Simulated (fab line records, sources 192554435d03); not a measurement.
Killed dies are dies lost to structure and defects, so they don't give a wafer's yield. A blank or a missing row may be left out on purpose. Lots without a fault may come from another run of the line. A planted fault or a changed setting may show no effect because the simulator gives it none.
Chamber matching | flow n5_finfet | N5_DUMMY_GATE_ETCH_23 on rie_si-01: 4 sister chambers
The step etches poly-Si in HBr/Cl2/O2, target depth 41 nm, time 22.3 s. 8 wafers are shown with their chamber, then 7 later ones without.

WAFERS WITH THEIR CHAMBER
wafer  | chamber | throttle_valve_pct (%) | oes_product_au (a.u.)
L075.6 | 1       | 37.09                  | 0.990
L083.5 | 3       | 36.86                  | 0.958
L083.6 | 0       | 37.13                  | 0.981
L085.1 | 2       | 36.77                  | 1.009
L085.2 | 3       | 36.86                  | 0.963
L085.6 | 2       | 36.77                  | 1.000
L086.3 | 1       | 37.10                  | 0.985
L086.4 | 0       | 37.12                  | 0.967

WAFERS WITHOUT THEIR CHAMBER
wafer  | throttle_valve_pct (%) | oes_product_au (a.u.)
L086.5 | 37.09                  | 0.994
L087.3 | 36.77                  | 1.009
L087.5 | 37.09                  | 0.985
L087.6 | 36.76                  | 1.004
L095.2 | 37.11                  | 0.993
L095.3 | 36.78                  | 1.022
L095.5 | 37.13                  | 0.964

WHICH CHAMBER EACH WENT THROUGH
wafer  | from the rows above     | in truth
L086.5 | 1                       | 1
L087.3 | 2                       | 2
L087.5 | 1                       | 1
L087.6 | 2                       | 2
L095.2 | can't be placed: 1 or 0 | 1
L095.3 | 2                       | 2
L095.5 | 0                       | 0
Placed correctly: 6 of 7. Can't be placed from these rows: 1 (the true chamber is among the candidates in 1). Placed wrongly: 0.
How it was worked out, from the rows above alone: a wafer's distance from a chamber is the root of the sum, over the readings, of the square of ((its reading less the chamber's mean) divided by the reading's scatter). The wafer belongs to the nearest chamber; if the next one is less than 2 further off, it can't be placed. A chamber's mean is the mean of its shown wafers. The scatter: the root of (the sum of the squares of (reading less its chamber's mean) over the shown wafers, divided by (wafers less chambers)).
